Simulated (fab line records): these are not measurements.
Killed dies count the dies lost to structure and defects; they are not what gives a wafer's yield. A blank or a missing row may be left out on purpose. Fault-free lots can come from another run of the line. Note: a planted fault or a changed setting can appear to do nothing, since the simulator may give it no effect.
Which tool did it? -- flow nand-harc -- Sampling: 7 lots, 21 wafers, 2 of 1159 route steps

== WHAT THE GAUGES READ, wafer by wafer ==
NHARC_A_ONON_D1_THK_MEAS_30: measures by ellipsometry.
lot,measured,on,thk-nm (nm)
L568,day 8 01:37,film-metro-01,983 985 984
L570,day 8 19:20,film-metro-01,1016 1012 1012
L571,day 9 04:35,film-metro-01,1015 1014 1016
L573,day 9 20:18,film-metro-01,1008 1008 1006
L576,day 10 11:58,film-metro-02,756 1011 1012
L587,day 12 19:04,film-metro-02,988 987 989
L590,day 13 20:06,film-metro-02,999 999 998

== EACH LOT AND THE TOOL THAT RAN IT (in order: tool; ch and the chambers of the sampled wafers; start) ==
lot,NHARC_A_ONON_D1_DEP_28
L568,"pecvd-onon-02 ch 0, day 8 01:06"
L570,"pecvd-onon-03 ch 0, day 8 18:50"
L571,"pecvd-onon-02 ch 0, day 9 04:12"
L573,"pecvd-onon-03 ch 0, day 9 19:50"
L576,"pecvd-onon-01 ch 0, day 10 11:27"
L587,"pecvd-onon-03 ch 0, day 12 18:33"
L590,"pecvd-onon-02 ch 0, day 13 19:35"
- NHARC_A_ONON_D1_DEP_28: target thk 1000 nm.

== THE ANSWER, worked out from the rows above alone ==
Rule: the lots themselves supply what counts as usual. The widest of any qualifying gaps counts: lots, ordered by their means at a reading, are off when they make up no more than a third of the lots, leave a main group of 4 or more, and stand apart from it by 3 or more times the standard deviation of that group's means. A main group is skipped when, at the precision printed for the reading in the tables above, its means are all equal. Also off: a lot with no number at a reading for which 4 or more lots have one. The other lots that the step has rows for count as sound.
Off: L576 (NHARC_A_ONON_D1_THK_MEAS_30, thk-nm). The main group has a mean of 1001 nm with a standard deviation of 12.
If a tool, at a process step before that reading, ran all the lots that are off and no sound lot after the first of them, it fits. The gauges at NHARC_A_ONON_D1_THK_MEAS_30 are tried like those tools. One candidate fits, namely pecvd-onon-01 at NHARC_A_ONON_D1_DEP_28. It ran no sound lot before its first lot that is off in this sample, so the start can't be narrowed down.

== WHAT THE SIMULATOR PUT IN ==
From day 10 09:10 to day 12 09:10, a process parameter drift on pecvd-onon-01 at NHARC_A_ONON_D1_DEP_28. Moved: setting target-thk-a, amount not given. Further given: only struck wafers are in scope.
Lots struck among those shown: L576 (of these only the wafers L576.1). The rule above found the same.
